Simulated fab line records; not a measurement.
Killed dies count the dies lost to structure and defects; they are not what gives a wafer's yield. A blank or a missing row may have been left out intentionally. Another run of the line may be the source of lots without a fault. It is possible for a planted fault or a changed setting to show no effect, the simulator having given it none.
fab line records	flow n5-finfet
record lots=24	wafers=72	last-day=18
route steps=1938 shown BEOL_M12@1652 BEOL_M13@1674 BEOL_M14@1749
lots untouched by any fault: they come from a run of this same line in which no faults occurred
start-h: start of the lot's first displayed wafer, in hours after the record's first day	wait-h: time in hours since the lot's previous step	" repeats the value in the row above	L1.1+2: several wafers, shown together as one row	- either no value or no given start	* or withheld: withheld	< > ~ a bound
route shown NAME@n: NAME is a module with steps in the file, n the number in the route of the first one	usual: mean/standard deviation of fault-free wafers	same: alike in all rows	chamber/n: place in a boat	sites: per-site readings	_std_site: how widely they spread, as a standard deviation	_edge_site: mean of outer sites minus mean of inner sites	radius-mm: for every site, how far away it sits from the centre of the wafer	mask NAME#n: copy n	behind: the tool/chamber that last shaped the wafer	hold: what put the lot on hold/how long, in hours/how the hold closed	device: the n, p or np transistor that did not switch	end of line: tests of these same wafers at the route's end	for a step that has no rows: nothing shown but its recipe	killed: dies that structure and defects cost at the first sort, which is not the same as the wafer's yield	map: a wafer's dies, x killed, . not, _ none there
set.NAME: the setting the step ran with; set.NAME@STEP: the setting that earlier step ran with	model.NAME: the simulator's own value behind a step, which no gauge read
a sample of lots followed through the steps of the route, with each step as a table and each wafer as a row
services: the hour from which a tool's chamber was out of use, counted from the record's first day as start-h (under 0 if before that day), plus the number of hours and why
## steps
# step N5_BEOL_M12_ANNEAL_48
# recipe temp-c=225	time-s=90	ambient=N2
# usual anneal-temp-c=225.01/0.16	wafer_temp_C_max=226.3/0.54
lot.wafer	tool	chamber	start-h	wait-h	anneal-temp-c	wafer_temp_C_max
L074.2	rtp-anneal-02	0	250.89	0.1	225.11	226.8
L074.5	"	0	"	"	225.04	227.1
L074.6	"	0	"	"	225.10	226.9
L076.3	rtp-anneal-01	0	262.95	0.2	225.01	226.2
L076.5	"	0	"	"	225.09	225.8
L076.6	"	0	"	"	224.92	226.2
L075.1	rtp-anneal-01	0	263.19	0.1	224.84	226.1
L075.2	"	0	"	"	224.73	226.0
L075.6	"	0	"	"	225.07	225.9
L077.1	rtp-anneal-01	0	264.27	0.1	224.87	225.7
L077.3	"	0	"	"	225.02	226.2
L077.6	"	0	"	"	225.07	226.1
L080.3	rtp-anneal-01	0	270.38	0.2	224.59	225.9
L080.4	"	0	"	"	225.16	226.1
L080.5	"	0	"	"	225.19	226.3
L078.1	rtp-anneal-01	0	271.01	0.1	224.86	226.0
L078.2	"	0	"	"	224.76	225.9
L078.6	"	0	"	"	224.84	226.1
L079.1	rtp-anneal-02	0	271.45	0.1	224.88	227.6
L079.4	"	0	"	"	225.05	227.8
L079.5	"	0	"	"	224.91	227.8
L081.1	rtp-anneal-01	0	301.71	3.1	225.08	226.1
L081.2	"	0	"	"	224.86	225.8
L081.5	"	0	"	"	225.10	226.2
L084.1	rtp-anneal-01	0	303.06	2.5	225.12	226.2
L084.3	"	0	"	"	225.24	226.1
L084.5	"	0	"	"	225.08	226.0
L082.2	rtp-anneal-01	0	308.11	3.3	225.25	226.5
L082.5	"	0	"	"	225.35	225.8
L082.6	"	0	"	"	225.34	226.1
L083.2	rtp-anneal-01	0	310.93	0.1	224.81	225.7
L083.4	"	0	"	"	225.16	226.1
L083.6	"	0	"	"	225.13	226.2
L086.3	rtp-anneal-02	0	335.92	1.7	225.03	226.8
L086.5	"	0	"	"	224.95	226.5
L086.6	"	0	"	"	225.02	227.5
L087.2	rtp-anneal-02	0	338.38	0.1	225.12	226.5
L087.4	"	0	"	"	225.32	227.3
L087.5	"	0	"	"	225.11	227.3
L088.2	rtp-anneal-01	0	338.49	0.3	225.17	226.1
L088.3	"	0	"	"	225.18	226.0
L088.6	"	0	"	"	225.06	225.6
L085.3	rtp-anneal-01	0	341.41	0.2	224.86	226.1
L085.4	"	0	"	"	224.87	226.0
L085.5	"	0	"	"	224.91	226.3
L090.1	rtp-anneal-02	0	342.79	0.1	225.06	226.6
L090.2	"	0	"	"	224.99	226.8
L090.3	"	0	"	"	224.77	226.4
L089.1	rtp-anneal-01	0	350.01	0.4	225.24	225.6
L089.3	"	0	"	"	224.94	225.9
L089.4	"	0	"	"	224.89	225.5
L092.2	rtp-anneal-02	0	352.75	0.1	225.07	226.5
L092.4	"	0	"	"	225.12	226.7
L092.5	"	0	"	"	225.47	226.6
L091.2	rtp-anneal-01	0	360.72	0.4	225.09	226.3
L091.4	"	0	"	"	224.95	226.2
L091.6	"	0	"	"	224.94	225.9
L094.3	rtp-anneal-01	0	373.68	0.2	224.85	225.9
L094.4	"	0	"	"	224.83	225.9
L094.6	"	0	"	"	225.02	225.7
L095.4	rtp-anneal-01	0	375.25	0.9	224.93	226.3
L095.5	"	0	"	"	225.00	226.3
L095.6	"	0	"	"	225.07	226.0
L093.2	rtp-anneal-01	0	379.60	3.2	224.92	225.8
L093.3	"	0	"	"	225.08	225.4
L093.4	"	0	"	"	224.77	225.6
L096.2	rtp-anneal-02	0	389.59	0.4	225.17	227.3
L096.3	"	0	"	"	225.05	227.1
L096.5	"	0	"	"	225.22	227.2
L097.1	rtp-anneal-01	0	406.77	0.3	224.92	226.8
L097.4	"	0	"	"	224.82	226.2
L097.5	"	0	"	"	224.95	226.5
# step N5_BEOL_M13_VIA_ETCH_16
# recipe chemistry=C4F8/O2/Ar	target=SiOC	pressure-mtorr=30	source-w=3000	bias-w=700	Ar_flow_sccm=400	C4F8_flow_sccm=15	O2_flow_sccm=8	he-inner-torr=15	he-outer-torr=30	target-depth-a=9217	time-s=withheld	ion-energy-ev=250	ends=cleared
# usual O2_flow_sccm=7.999/0.025	drypump-motor-current-A=5.7/0.61	oes-product-au=0.71/0.082	rf-vpp-V=665/3	showerhead-plenum-p-Torr=3.38/0.11	throttle-valve-pct=24.1/0.31
lot.wafer	tool	chamber	start-h	wait-h	O2_flow_sccm	drypump-motor-current-A	oes-product-au	rf-vpp-V	showerhead-plenum-p-Torr	throttle-valve-pct
L074.2	rie-diel-02	3	252.26	0.0	7.995	6.6	0.76	662	3.35	23.9
L074.5	"	3	"	"	7.998	6.6	0.76	663	3.35	23.9
L074.6	"	0	"	"	7.989	5.7	0.62	667	3.51	24.8
L076.3	rie-diel-03	1	264.27	0.0	7.956	6.3	0.62	667	3.49	23.9
L076.5	"	3	"	"	7.947	5.8	0.68	665	3.43	23.9
L076.6	"	2	"	"	7.993	5.6	0.65	664	3.37	24.4
L075.1	rie-diel-02	1	264.83	0.0	7.994	6.6	0.60	669	3.49	24.3
L075.2	"	2	"	"	7.974	4.7	0.80	668	3.51	24.2
L075.6	"	1	"	"	7.980	6.6	0.61	668	3.49	24.3
L077.1	rie-diel-02	2	265.67	0.0	7.987	4.6	0.81	667	3.51	24.3
L077.3	"	1	"	"	7.999	6.6	0.61	668	3.49	24.3
L077.6	"	3	"	"	8.021	6.6	0.75	663	3.35	23.9
L080.3	rie-diel-02	1	271.84	0.0	7.938	6.6	0.61	668	3.49	24.3
L080.4	"	2	"	"	7.997	4.7	0.80	667	3.51	24.2
L080.5	"	3	"	"	7.980	6.7	0.76	662	3.34	23.9
L078.1	rie-diel-02	1	272.42	0.0	8.026	6.6	0.61	668	3.49	24.3
L078.2	"	0	"	"	7.998	5.8	0.62	667	3.50	24.8
L078.6	"	3	"	"	8.036	6.6	0.76	663	3.34	23.9
L079.1	rie-diel-04	2	272.89	0.0	7.992	5.2	0.66	665	3.41	23.8
L079.4	"	0	"	"	7.988	5.9	0.66	658	3.14	24.1
L079.5	"	0	"	"	7.932	5.9	0.66	658	3.14	24.1
L081.1	rie-diel-04	0	303.12	0.0	7.970	5.9	0.65	658	3.14	24.1
L081.2	"	1	"	"	8.008	5.3	0.72	662	3.28	23.8
L081.5	"	2	"	"	8.034	5.2	0.64	666	3.40	23.9
L084.1	rie-diel-02	0	304.58	0.0	8.033	5.7	0.87	669	3.50	24.4
L084.3	"	3	"	"	8.025	6.6	0.74	663	3.34	23.9
L084.5	"	1	"	"	7.974	6.6	0.59	668	3.48	24.3
L082.2	rie-diel-02	1	309.66	0.0	7.988	6.6	0.59	669	3.48	24.3
L082.5	"	2	"	"	7.992	4.7	0.78	667	3.50	24.3
L082.6	"	1	"	"	8.002	6.6	0.59	669	3.48	24.3
L083.2	rie-diel-04	1	312.31	0.0	8.003	5.3	0.72	663	3.28	23.7
L083.4	"	3	"	"	7.971	6.3	0.63	665	3.38	24.2
L083.6	"	0	"	"	8.008	5.9	0.64	657	3.13	24.1
L086.3	rie-diel-04	0	337.25	0.0	7.994	5.9	0.64	658	3.13	24.1
L086.5	"	1	"	"	8.074	5.3	0.70	664	3.28	23.7
L086.6	"	0	"	"	8.005	5.9	0.64	659	3.13	24.1
L087.2	rie-diel-03	3	339.75	0.0	7.963	5.8	0.67	664	3.42	24.0
L087.4	"	3	"	"	7.921	5.8	0.67	665	3.42	24.0
L087.5	"	2	"	"	7.998	5.6	0.63	663	3.36	24.5
L088.2	rie-diel-04	1	339.98	0.0	7.996	5.3	0.70	662	3.27	23.8
L088.3	"	2	"	"	7.999	5.2	0.63	665	3.39	23.9
L088.6	"	0	"	"	8.026	5.9	0.63	657	3.13	24.1
L085.3	rie-diel-04	0	342.85	0.0	7.997	5.8	0.64	658	3.13	24.1
L085.4	"	1	"	"	7.963	5.3	0.70	661	3.27	23.8
L085.5	"	0	"	"	8.011	5.9	0.64	657	3.13	24.1
L090.1	rie-diel-03	1	344.32	0.0	8.012	6.3	0.81	667	3.48	23.6
L090.2	"	0	"	"	8.011	5.1	0.82	662	3.39	24.4
L090.3	"	3	"	"	7.978	5.8	0.66	666	3.42	24.0
L089.1	rie-diel-04	1	352.07	0.0	8.035	5.3	0.70	663	3.27	23.8
L089.3	"	2	"	"	7.974	5.1	0.64	665	3.39	23.9
L089.4	"	0	"	"	8.020	5.9	0.64	658	3.13	24.1
L092.2	rie-diel-03	3	354.13	0.0	7.978	5.8	0.66	663	3.41	24.0
L092.4	"	3	"	"	7.943	5.8	0.65	666	3.41	24.0
L092.5	"	1	"	"	8.022	6.3	0.79	669	3.48	23.6
L091.2	rie-diel-04	2	362.36	0.0	7.983	5.2	0.64	664	3.39	23.9
L091.4	"	1	"	"	8.007	5.3	0.70	663	3.27	23.8
L091.6	"	3	"	"	8.017	6.2	0.88	664	3.38	23.9
L094.3	rie-diel-02	2	375.12	0.0	8.028	4.7	0.76	667	3.49	24.3
L094.4	"	0	"	"	8.013	5.8	0.81	668	3.49	24.5
L094.6	"	2	"	"	8.025	4.7	0.76	666	3.49	24.3
L095.4	rie-diel-03	0	376.65	0.0	8.024	5.1	0.81	664	3.38	24.4
L095.5	"	0	"	"	7.998	5.2	0.81	663	3.38	24.4
L095.6	"	1	"	"	7.982	6.3	0.78	666	3.47	23.6
L093.2	rie-diel-03	3	381.12	0.0	7.999	5.8	0.65	664	3.41	24.0
L093.3	"	0	"	"	8.027	5.1	0.80	662	3.38	24.4
L093.4	"	2	"	"	8.022	5.6	0.88	664	3.35	24.2
L096.2	rie-diel-02	0	391.24	0.0	8.020	5.7	0.82	668	3.48	24.5
L096.3	"	2	"	"	8.004	4.7	0.74	667	3.49	24.3
L096.5	"	2	"	"	8.005	4.7	0.75	668	3.49	24.3
L097.1	rie-diel-04	3	408.31	0.0	7.988	6.3	0.83	664	3.37	24.0
L097.4	"	1	"	"	8.041	5.3	0.69	663	3.26	23.8
L097.5	"	2	"	"	7.987	5.2	0.63	665	3.38	23.9
# step N5_BEOL_M13_OVL_MEAS_29
# recipe points-per-wafer=44
# usual M13_OVL=2/5
lot.wafer	tool	chamber	start-h	wait-h	M13_OVL[nm]
L074.2	overlay-02	0	253.19	0.0	3
L074.5	"	0	"	"	11
L074.6	"	0	"	"	6
L076.3	overlay-01	0	265.07	0.0	-2
L076.5	"	0	"	"	-6
L076.6	"	0	"	"	-7
L075.1	overlay-01	0	265.63	0.0	7
L075.2	"	0	"	"	2
L075.6	"	0	"	"	-5
L077.1	overlay-02	0	266.48	0.0	-4
L077.3	"	0	"	"	-6
L077.6	"	0	"	"	8
L080.3	overlay-01	0	272.64	0.0	4
L080.4	"	0	"	"	4
L080.5	"	0	"	"	2
L078.1	overlay-01	0	273.22	0.0	3
L078.2	"	0	"	"	3
L078.6	"	0	"	"	4
L079.1	overlay-01	0	273.69	0.0	0
L079.4	"	0	"	"	-6
L079.5	"	0	"	"	-3
L081.1	overlay-01	0	304.04	0.0	2
L081.2	"	0	"	"	-7
L081.5	"	0	"	"	2
L084.1	overlay-02	0	305.37	0.0	10
L084.3	"	0	"	"	12
L084.5	"	0	"	"	11
L082.2	overlay-02	0	310.58	0.0	-5
L082.5	"	0	"	"	0
L082.6	"	0	"	"	0
L083.2	overlay-02	0	313.11	0.0	-2
L083.4	"	0	"	"	-3
L083.6	"	0	"	"	-6
L086.3	overlay-01	0	338.21	0.0	0
L086.5	"	0	"	"	-4
L086.6	"	0	"	"	1
L087.2	overlay-01	0	340.58	0.0	5
L087.4	"	0	"	"	16
L087.5	"	0	"	"	9
L088.2	overlay-01	0	340.78	0.0	6
L088.3	"	0	"	"	5
L088.6	"	0	"	"	12
L085.3	overlay-01	0	343.66	0.0	1
L085.4	"	0	"	"	1
L085.5	"	0	"	"	2
L090.1	overlay-01	0	345.12	0.0	9
L090.2	"	0	"	"	8
L090.3	"	0	"	"	-2
L089.1	overlay-01	0	352.87	0.0	0
L089.3	"	0	"	"	5
L089.4	"	0	"	"	13
L092.2	overlay-01	0	355.05	0.0	5
L092.4	"	0	"	"	7
L092.5	"	0	"	"	4
L091.2	overlay-01	0	363.16	0.0	-9
L091.4	"	0	"	"	-8
L091.6	"	0	"	"	-4
L094.3	overlay-01	0	376.05	0.0	-2
L094.4	"	0	"	"	-7
L094.6	"	0	"	"	2
L095.4	overlay-02	0	377.95	0.0	7
L095.5	"	0	"	"	4
L095.6	"	0	"	"	2
L093.2	overlay-01	0	382.04	0.0	8
L093.3	"	0	"	"	3
L093.4	"	0	"	"	5
L096.2	overlay-01	0	392.05	0.0	7
L096.3	"	0	"	"	0
L096.5	"	0	"	"	5
L097.1	overlay-01	0	409.23	0.0	-2
L097.4	"	0	"	"	-3
L097.5	"	0	"	"	0
# step N5_BEOL_M13_SPUTTER_45
# recipe material=Cu	target-thk-a=800	temp-c=-20	bias-v=60	power-w=26000	chamber-pressure-pa=0.13	time-s=13.33
# usual substrate-temp-c=-19.98/0.11	throttle-valve-pct=29.7/0.85
lot.wafer	tool	chamber	start-h	wait-h	substrate-temp-c	throttle-valve-pct
L074.2	pvd-sputter-02	-	256.21	0.0	-19.99	29.2
L074.5	"	-	"	"	-19.85	29.5
L074.6	"	-	"	"	-19.99	30.6
L076.3	pvd-sputter-02	-	275.37	0.0	-19.85	29.7
L076.5	"	-	"	"	-20.00	29.4
L076.6	"	-	"	"	-20.12	30.7
L075.1	pvd-sputter-01	-	276.71	0.0	-19.90	29.1
L075.2	"	-	"	"	-19.91	29.1
L075.6	"	-	"	"	-19.84	27.9
L077.1	pvd-sputter-01	-	277.51	0.0	-19.96	29.4
L077.3	"	-	"	"	-20.18	29.6
L077.6	"	-	"	"	-20.07	30.2
L080.3	pvd-sputter-01	-	277.99	0.0	-20.13	29.2
L080.4	"	-	"	"	-19.78	29.6
L080.5	"	-	"	"	-20.02	30.2
L078.1	pvd-sputter-03	-	278.66	0.0	-20.03	30.9
L078.2	"	-	"	"	-19.67	31.0
L078.6	"	-	"	"	-19.89	30.6
L079.1	pvd-sputter-02	-	280.03	0.0	-19.92	29.1
L079.4	"	-	"	"	-19.99	29.4
L079.5	"	-	"	"	-19.92	30.7
L081.1	pvd-sputter-03	-	310.95	0.0	-20.11	30.9
L081.2	"	-	"	"	-20.00	30.9
L081.5	"	-	"	"	-20.02	31.0
L084.1	pvd-sputter-01	-	311.60	0.1	-19.99	29.3
L084.3	"	-	"	"	-19.94	30.1
L084.5	"	-	"	"	-20.16	29.5
L082.2	pvd-sputter-01	-	313.24	0.1	-19.95	29.7
L082.5	"	-	"	"	-19.95	30.1
L082.6	"	-	"	"	-20.06	28.1
L083.2	pvd-sputter-01	-	314.49	0.0	-20.10	29.5
L083.4	"	-	"	"	-19.81	29.6
L083.6	"	-	"	"	-19.68	29.4
L086.3	pvd-sputter-01	-	341.72	0.0	-19.97	28.2
L086.5	"	-	"	"	-20.01	28.1
L086.6	"	-	"	"	-19.81	30.0
L087.2	pvd-sputter-02	-	343.53	0.0	-19.89	28.9
L087.4	"	-	"	"	-20.09	30.9
L087.5	"	-	"	"	-19.86	29.5
L088.2	pvd-sputter-02	-	343.88	0.0	-19.78	28.8
L088.3	"	-	"	"	-20.13	30.0
L088.6	"	-	"	"	-19.96	29.8
L090.1	pvd-sputter-01	-	349.19	0.0	-20.15	28.0
L090.2	"	-	"	"	-19.92	29.4
L090.3	"	-	"	"	-20.10	29.8
L085.3	pvd-sputter-02	-	349.74	0.0	-19.88	29.6
L085.4	"	-	"	"	-19.87	29.0
L085.5	"	-	"	"	-20.07	29.2
L089.1	pvd-sputter-02	-	355.83	0.0	-20.00	28.8
L089.3	"	-	"	"	-19.99	30.5
L089.4	"	-	"	"	-20.07	29.8
L092.2	pvd-sputter-01	-	356.81	0.0	-19.99	30.4
L092.4	"	-	"	"	-19.92	29.5
L092.5	"	-	"	"	-20.01	28.2
L091.2	pvd-sputter-03	-	367.91	0.0	-19.68	31.0
L091.4	"	-	"	"	-19.93	31.1
L091.6	"	-	"	"	-19.86	31.0
L094.3	pvd-sputter-02	-	378.31	0.0	-19.85	28.9
L094.4	"	-	"	"	-19.94	29.8
L094.6	"	-	"	"	-19.87	28.8
L095.4	pvd-sputter-01	-	380.88	0.0	-19.90	28.2
L095.5	"	-	"	"	-19.95	30.4
L095.6	"	-	"	"	-19.95	29.2
L093.2	pvd-sputter-01	-	384.27	0.0	-20.22	29.6
L093.3	"	-	"	"	-19.97	29.4
L093.4	"	-	"	"	-19.93	30.1
L096.2	pvd-sputter-03	-	393.50	0.0	-20.03	30.3
L096.3	"	-	"	"	-20.16	30.8
L096.5	"	-	"	"	-20.10	30.7
L097.1	pvd-sputter-02	-	410.48	0.0	-19.93	29.1
L097.4	"	-	"	"	-19.81	29.4
L097.5	"	-	"	"	-20.08	28.8
# step N5_BEOL_M13_INSPECT_55
# recipe inspect-instrument=darkfield	mode=post-dep
# usual raw-defect-count=73/26
lot.wafer	tool	chamber	start-h	wait-h	raw-defect-count
L074.2	defect-inspect-02	-	257.59	0.0	116
L074.5	"	-	"	"	132
L074.6	"	-	"	"	187
L076.3	defect-inspect-02	-	276.40	0.0	68
L076.5	"	-	"	"	81
L076.6	"	-	"	"	93
L075.1	defect-inspect-01	-	277.73	0.0	69
L075.2	"	-	"	"	72
L075.6	"	-	"	"	76
L077.1	defect-inspect-02	-	280.29	0.0	55
L077.3	"	-	"	"	78
L077.6	"	-	"	"	80
L080.3	defect-inspect-01	-	281.85	0.0	73
L080.4	"	-	"	"	76
L080.5	"	-	"	"	35
L078.1	defect-inspect-02	-	282.38	0.0	54
L078.2	"	-	"	"	61
L078.6	"	-	"	"	70
L079.1	defect-inspect-01	-	283.21	0.0	37
L079.4	"	-	"	"	67
L079.5	"	-	"	"	105
L081.1	defect-inspect-01	-	311.97	0.0	72
L081.2	"	-	"	"	56
L081.5	"	-	"	"	64
L084.1	defect-inspect-01	-	314.58	0.0	61
L084.3	"	-	"	"	41
L084.5	"	-	"	"	42
L082.2	defect-inspect-01	-	315.24	0.0	63
L082.5	"	-	"	"	80
L082.6	"	-	"	"	113
L083.2	defect-inspect-01	-	317.01	0.0	65
L083.4	"	-	"	"	94
L083.6	"	-	"	"	64
L086.3	defect-inspect-01	-	342.75	0.0	90
L086.5	"	-	"	"	75
L086.6	"	-	"	"	60
L087.2	defect-inspect-02	-	344.57	0.0	44
L087.4	"	-	"	"	86
L087.5	"	-	"	"	68
L088.2	defect-inspect-02	-	344.91	0.0	61
L088.3	"	-	"	"	72
L088.6	"	-	"	"	55
L090.1	defect-inspect-02	-	350.22	0.0	31
L090.2	"	-	"	"	84
L090.3	"	-	"	"	67
L085.3	defect-inspect-01	-	350.79	0.0	21
L085.4	"	-	"	"	80
L085.5	"	-	"	"	70
L089.1	defect-inspect-02	-	358.03	0.0	86
L089.3	"	-	"	"	94
L089.4	"	-	"	"	142
L092.2	defect-inspect-02	-	360.11	0.0	142
L092.4	"	-	"	"	114
L092.5	"	-	"	"	65
L091.2	defect-inspect-01	-	371.21	0.0	39
L091.4	"	-	"	"	43
L091.6	"	-	"	"	34
L094.3	defect-inspect-01	-	382.79	0.0	59
L094.4	"	-	"	"	70
L094.6	"	-	"	"	40
L095.4	defect-inspect-02	-	385.53	0.0	66
L095.5	"	-	"	"	101
L095.6	"	-	"	"	65
L093.2	defect-inspect-01	-	386.79	0.0	63
L093.3	"	-	"	"	48
L093.4	"	-	"	"	49
L096.2	defect-inspect-02	-	394.53	0.0	66
L096.3	"	-	"	"	53
L096.5	"	-	"	"	75
L097.1	defect-inspect-01	-	412.03	0.0	50
L097.4	"	-	"	"	55
L097.5	"	-	"	"	69
# step N5_BEOL_M14_DESCUM_33
# recipe chemistry=O2	time-s=7.9	source-power-w=50	bias-power-w=20	pressure-mtorr=20	rf-frequency-hz=2.712e+07	temp-c=40	o2-flow-sccm=225
# usual drypump-motor-current-A=5.7/0.6	oes-product-au=0.79/0.092	rf-vpp-V=242.8/1.5	showerhead-plenum-p-Torr=2.07/0.078	throttle-valve-pct=20.37/0.26
lot.wafer	tool	chamber	start-h	wait-h	drypump-motor-current-A	oes-product-au	rf-hours-counter-h	rf-vpp-V	showerhead-plenum-p-Torr	throttle-valve-pct
L074.2	rie-diel-01	2	259.08	0.1	6.7	0.74	201	241.8	2.10	20.50
L074.5	"	0	"	"	6.2	0.91	-	244.9	2.22	19.97
L074.6	"	3	"	"	5.9	0.94	-	244.0	2.13	20.00
L076.3	rie-diel-06	0	279.65	0.2	6.4	0.71	194	241.9	2.00	20.75
L076.5	"	3	"	"	4.8	0.73	-	242.3	1.99	20.35
L076.6	"	2	"	"	5.3	0.80	-	244.4	2.01	20.09
L075.1	rie-diel-06	2	280.69	0.7	5.3	0.80	99	244.6	2.01	20.11
L075.2	"	1	"	"	5.8	0.90	24	243.4	2.15	20.21
L075.6	"	2	"	"	5.2	0.80	-	242.5	2.01	20.12
L077.1	rie-diel-06	3	283.01	0.6	4.8	0.73	175	241.6	1.99	20.33
L077.3	"	2	"	"	5.3	0.79	100	241.3	2.01	20.11
L077.6	"	3	"	"	4.8	0.73	-	241.4	1.99	20.33
L080.3	rie-diel-06	0	285.91	1.3	6.4	0.70	197	241.3	2.00	20.74
L080.4	"	3	"	"	4.8	0.73	177	241.1	1.99	20.33
L080.5	"	0	"	"	6.4	0.71	-	240.6	2.00	20.75
L078.1	rie-diel-06	3	286.53	1.1	4.8	0.73	177	240.6	1.99	20.35
L078.2	"	1	"	"	5.8	0.90	28	242.9	2.14	20.19
L078.6	"	0	"	"	6.4	0.70	-	241.0	2.00	20.75
L079.1	rie-diel-06	2	287.51	1.6	5.3	0.79	102	241.8	2.01	20.10
L079.4	"	3	"	"	4.8	0.72	178	243.5	1.99	20.35
L079.5	"	2	"	"	5.3	0.79	-	242.3	2.01	20.10
L081.1	rie-diel-01	3	313.72	0.2	5.9	0.90	33	244.2	2.12	20.04
L081.2	"	2	"	"	6.7	0.73	220	243.4	2.09	20.54
L081.5	"	0	"	"	6.2	0.88	-	244.8	2.21	19.99
L084.1	rie-diel-01	0	316.21	0.2	6.2	0.87	55	244.4	2.21	19.99
L084.3	"	3	"	"	5.9	0.90	34	243.1	2.12	20.05
L084.5	"	0	"	"	6.2	0.87	-	245.6	2.21	20.00
L082.2	rie-diel-05	1	317.14	0.4	6.0	0.79	115	241.8	2.03	20.68
L082.5	"	2	"	"	5.6	0.76	-	243.8	2.09	20.49
L082.6	"	0	"	"	5.3	0.95	-	244.3	2.15	20.21
L083.2	rie-diel-01	0	319.02	0.0	6.2	0.87	57	245.8	2.21	20.00
L083.4	"	3	"	"	5.9	0.90	36	243.2	2.12	20.03
L083.6	"	3	"	"	5.9	0.90	-	243.9	2.12	20.06
L086.3	rie-diel-05	2	344.22	0.0	5.6	0.74	181	242.5	2.09	20.52
L086.5	"	3	"	"	6.7	1.02	-	245.2	2.22	20.13
L086.6	"	2	"	"	5.6	0.75	-	243.6	2.09	20.52
L087.2	rie-diel-05	1	346.55	0.3	6.0	0.76	128	242.7	2.03	20.68
L087.4	"	0	"	"	5.2	0.91	22	244.0	2.15	20.23
L087.5	"	1	"	"	5.9	0.76	-	241.3	2.03	20.68
L088.2	rie-diel-01	3	346.96	0.5	5.9	0.88	45	242.7	2.11	20.07
L088.3	"	0	"	"	6.2	0.86	66	244.7	2.21	20.02
L088.6	"	1	"	"	5.2	0.68	-	243.1	2.05	20.71
L090.1	rie-diel-05	2	352.03	0.2	5.6	0.75	183	243.1	2.09	20.52
L090.2	"	0	"	"	5.3	0.91	25	245.0	2.14	20.22
L090.3	"	3	"	"	6.7	0.99	3	245.7	2.22	20.14
L085.3	rie-diel-06	0	352.59	0.2	6.4	0.69	221	241.7	1.99	20.79
L085.4	"	3	"	"	4.8	0.71	198	241.4	1.98	20.36
L085.5	"	2	"	"	5.3	0.76	-	241.7	2.00	20.14
L089.1	rie-diel-06	1	359.64	0.1	5.8	0.86	54	243.5	2.13	20.25
L089.3	"	0	"	"	6.4	0.68	223	240.0	1.99	20.78
L089.4	"	3	"	"	4.8	0.71	200	241.3	1.98	20.37
L092.2	rie-diel-06	0	361.61	0.0	6.4	0.68	224	241.6	1.99	20.78
L092.4	"	3	"	"	4.8	0.71	202	242.3	1.98	20.36
L092.5	"	0	"	"	6.4	0.68	-	242.1	1.99	20.77
L091.2	rie-diel-01	2	372.93	0.0	6.7	0.71	242	241.7	2.08	20.57
L091.4	"	3	"	"	5.9	0.86	55	243.3	2.11	20.08
L091.6	"	1	"	"	5.3	0.67	-	242.1	2.05	20.74
L094.3	rie-diel-06	2	384.41	0.1	5.3	0.75	137	241.2	2.00	20.17
L094.4	"	1	"	"	5.8	0.84	62	243.6	2.13	20.27
L094.6	"	3	"	"	4.8	0.69	-	240.7	1.98	20.40
L095.4	rie-diel-05	1	388.18	0.6	5.9	0.76	137	241.7	2.03	20.68
L095.5	"	3	"	"	6.7	0.94	-	244.1	2.22	20.16
L095.6	"	0	"	"	5.3	0.89	-	241.8	2.14	20.23
L093.2	rie-diel-01	0	389.05	0.2	6.2	0.85	79	246.5	2.20	20.03
L093.3	"	3	"	"	5.9	0.85	60	243.4	2.11	20.08
L093.4	"	1	"	"	5.2	0.67	245	243.8	2.05	20.74
L096.2	rie-diel-06	2	396.27	0.0	5.3	0.76	143	243.0	2.00	20.15
L096.3	"	1	"	"	5.8	0.84	67	242.8	2.13	20.28
L096.5	"	3	"	"	4.8	0.70	-	242.2	1.98	20.41
L097.1	rie-diel-06	1	413.92	0.0	5.8	0.83	73	243.6	2.13	20.26
L097.4	"	0	"	"	6.3	0.67	243	241.2	1.99	20.82
L097.5	"	0	"	"	6.4	0.68	-	240.8	1.99	20.81
## services
tool	chamber	start-h	hours	kind
rie-diel-06	0	227.20	14.4	repair
rie-diel-05	-	236.83	0.2	repair
rie-diel-02	0	238.33	5.8	repair
rie-diel-06	2	241.76	6.5	repair
rie-diel-01	1	255.42	3.4	repair
rie-diel-01	2	270.68	4.7	repair
rie-diel-03	-	271.55	14.6	pm
rie-diel-05	-	273.86	14.6	pm
rie-diel-02	0	274.53	-	clean
rie-diel-02	0	274.53	-	consumable-replace:focus-ring
rtp-anneal-02	-	276.12	56.7	pm
rie-diel-05	3	314.94	11.0	repair
rie-diel-03	0	318.78	21.1	repair
rie-diel-04	0	319.25	5.6	repair
rie-diel-06	3	333.55	2.8	repair
rie-diel-06	-	334.62	0.7	repair
rtp-anneal-02	-	354.59	31.2	repair
rie-diel-05	1	355.36	13.1	repair
pvd-sputter-02	-	357.48	4.6	repair
rie-diel-05	3	397.26	7.3	repair
rie-diel-05	-	400.19	2.8	pm
rie-diel-04	0	408.04	3.4	repair
rie-diel-05	3	409.25	10.3	repair
rie-diel-04	2	410.08	2.7	repair
## key
fault none
